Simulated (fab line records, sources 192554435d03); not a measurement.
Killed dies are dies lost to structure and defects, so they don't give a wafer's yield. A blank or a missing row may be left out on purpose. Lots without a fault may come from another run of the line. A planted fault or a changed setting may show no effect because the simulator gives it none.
Split-lot experiment | flow n5_finfet | 7 lots, 39 wafers read, on a route of 1938 steps

THE SPLIT
At N5_MIM_TOP_ETCH_ETCH_00 (etches TiN in Cl2/BCl3, target depth 38.5 nm), the setting target_depth_a was moved away from the recipe's 385 angstrom on 18 of the 39 wafers read, by -53.0% to +37.4%. The other wafers ran this setting at the recipe's value.

The reading is taken at the split's own step.

THE READING
etch.depth_nm (the simulator's own value, which no gauge read), in nm, at N5_MIM_TOP_ETCH_ETCH_00 (etches TiN in Cl2/BCl3, target depth 38.5 nm). The file gives no usual value for it. The 21 wafers here that ran the recipe average 39.11 nm, standard deviation 0.6 nm.

wafer  | tool, chamber at the split | target_depth_a as run, angstrom | against the recipe | etch.depth_nm, nm | against lot-mates on the recipe
L079.2 | rie_metal-02, 0            | 385                             | recipe             | 39.11             | -
L079.4 | rie_metal-02, 1            | 385                             | recipe             | 39.55             | -
L079.6 | rie_metal-02, 1            | 385                             | recipe             | 39.18             | -
L082.1 | rie_metal-03, 0            | 511                             | +32.7%             | 53.27             | +13.57
L082.2 | rie_metal-03, 1            | 511                             | +32.7%             | 51.1              | +11.40
L082.3 | rie_metal-03, 0            | 385                             | recipe             | 40.27             | -
L082.4 | rie_metal-03, 1            | 385                             | recipe             | 38.57             | -
L082.5 | rie_metal-03, 0            | 385                             | recipe             | 40.26             | -
L082.6 | rie_metal-03, 1            | 511                             | +32.7%             | 51.23             | +11.53
L084.1 | rie_metal-03, 0            | 385                             | recipe             | 39.74             | -
L084.2 | rie_metal-03, 1            | 385                             | recipe             | 38.61             | -
L084.3 | rie_metal-03, 1            | 184.1                           | -52.2%             | 18.33             | -20.69
L084.4 | rie_metal-03, 0            | 184.1                           | -52.2%             | 19.12             | -19.90
L084.5 | rie_metal-03, 1            | 385                             | recipe             | 38.7              | -
L084.6 | rie_metal-03, 0            | 184.1                           | -52.2%             | 19.02             | -20.00
L089.1 | rie_metal-02, 1,0          | 528.8                           | +37.4%             | 53.9              | +14.48
L089.2 | rie_metal-02, 1,0          | 528.8                           | +37.4%             | 53.9              | +14.48
L089.3 | rie_metal-02, 1            | 385                             | recipe             | 39.34             | -
L089.4 | rie_metal-02, 0            | 528.8                           | +37.4%             | 54.12             | +14.70
L089.5 | rie_metal-02, 0            | 385                             | recipe             | 39.53             | -
L089.6 | rie_metal-02, 1            | 385                             | recipe             | 39.39             | -
L090.1 | rie_metal-01, 1            | 181                             | -53.0%             | 18.54             | -19.94
L090.2 | rie_metal-01, 0            | 181                             | -53.0%             | 17.91             | -20.57
L090.3 | rie_metal-01, 0            | 385                             | recipe             | 38.13             | -
L090.4 | rie_metal-01, 1            | 181                             | -53.0%             | 18.51             | -19.97
L090.5 | rie_metal-01, 1            | 385                             | recipe             | 39.24             | -
L090.6 | rie_metal-01, 0            | 385                             | recipe             | 38.07             | -
L096.1 | rie_metal-01, 1            | 239.5                           | -37.8%             | 24.08             | -15.04
L096.2 | rie_metal-01, 1            | 239.5                           | -37.8%             | 24.51             | -14.61
L096.3 | rie_metal-01, 1            | 239.5                           | -37.8%             | 24.47             | -14.65
L096.4 | rie_metal-01, 1            | 385                             | recipe             | 39.26             | -
L096.5 | rie_metal-01, 1            | 385                             | recipe             | 39.33             | -
L096.6 | rie_metal-01, 1            | 385                             | recipe             | 38.76             | -
L097.1 | rie_metal-03, 1            | 385                             | recipe             | 38.42             | -
L097.2 | rie_metal-03, 0            | 385                             | recipe             | 39.36             | -
L097.3 | rie_metal-03, 0            | 469.7                           | +22.0%             | 48.4              | +9.66
L097.4 | rie_metal-03, 1            | 469.7                           | +22.0%             | 46.43             | +7.69
L097.5 | rie_metal-03, 1            | 385                             | recipe             | 38.44             | -
L097.6 | rie_metal-03, 0            | 469.7                           | +22.0%             | 48.08             | +9.34
Where a row lists several chambers, the file gives one row for several wafers and doesn't say which wafer went through which chamber.

THE FIT
A straight line over all 39 wafers: etch.depth_nm changes by +0.391 nm for each +1% of target_depth_a; r = +1.00; the points scatter about the line by 0.61 nm.
The same after taking each lot's own level away (the mean of its wafers on the recipe; 39 wafers): +0.385 nm for each +1%; r = +1.00; scatter 0.57 nm.
On that fit, the largest move of target_depth_a shifts the reading by 20 nm.
The lots' own levels span 38.480 to 39.700 nm, that is 2.0 times the standard deviation above.
So the lot-to-lot level changes the slope little: the two slopes agree.
Check: with one of the wafers moved furthest among these (-53.0%) left out of the fit, the line predicts -20.5 nm for it against its lot-mates. It came out at -19.9 nm against them.

OTHER SPLITS ON THESE WAFERS
These wafers also went through other splits before the reading. Each is held against what the fit with the lots' levels taken away leaves over:
other split on the same wafers             | wafers away from the commonest value | r with etch.depth_nm (lot level and that fit taken away)
N5_BEOL_M0_SAQP_CUT_ETCH_46 target_depth_a | 9                                    | +0.01
N5_BEOL_M3_VIA_ETCH_34 time_s              | 12                                   | -0.12
N5_BEOL_M5_DEP_56 target_thk_a             | 12                                   | -0.01
N5_BEOL_M11_VIA_ETCH_34 time_s             | 12                                   | +0.13
N5_BEOL_M14_ILD_DEP_00 time_s              | 18                                   | -0.15

THE WHOLE CHAIN: every reading that the file lists as answering this split, in the file's order
step                    | what it does                                 | reading                                                                        | change (the file's fit)               | r (the file's)
N5_MIM_TOP_ETCH_ETCH_00 | etches TiN in Cl2/BCl3, target depth 38.5 nm | MIM_TOP_ETCH.feature_depth_nm (the simulator's own value, which no gauge read) | +0.384 nm for each +1% of the setting | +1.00
N5_MIM_TOP_ETCH_ETCH_00 | etches TiN in Cl2/BCl3, target depth 38.5 nm | etch.depth_nm (the simulator's own value, which no gauge read)                 | +0.385 nm for each +1% of the setting | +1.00

THE FILE'S OWN FIT
etch.depth_nm changes by +0.385 nm for each +1% of target_depth_a, r = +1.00.
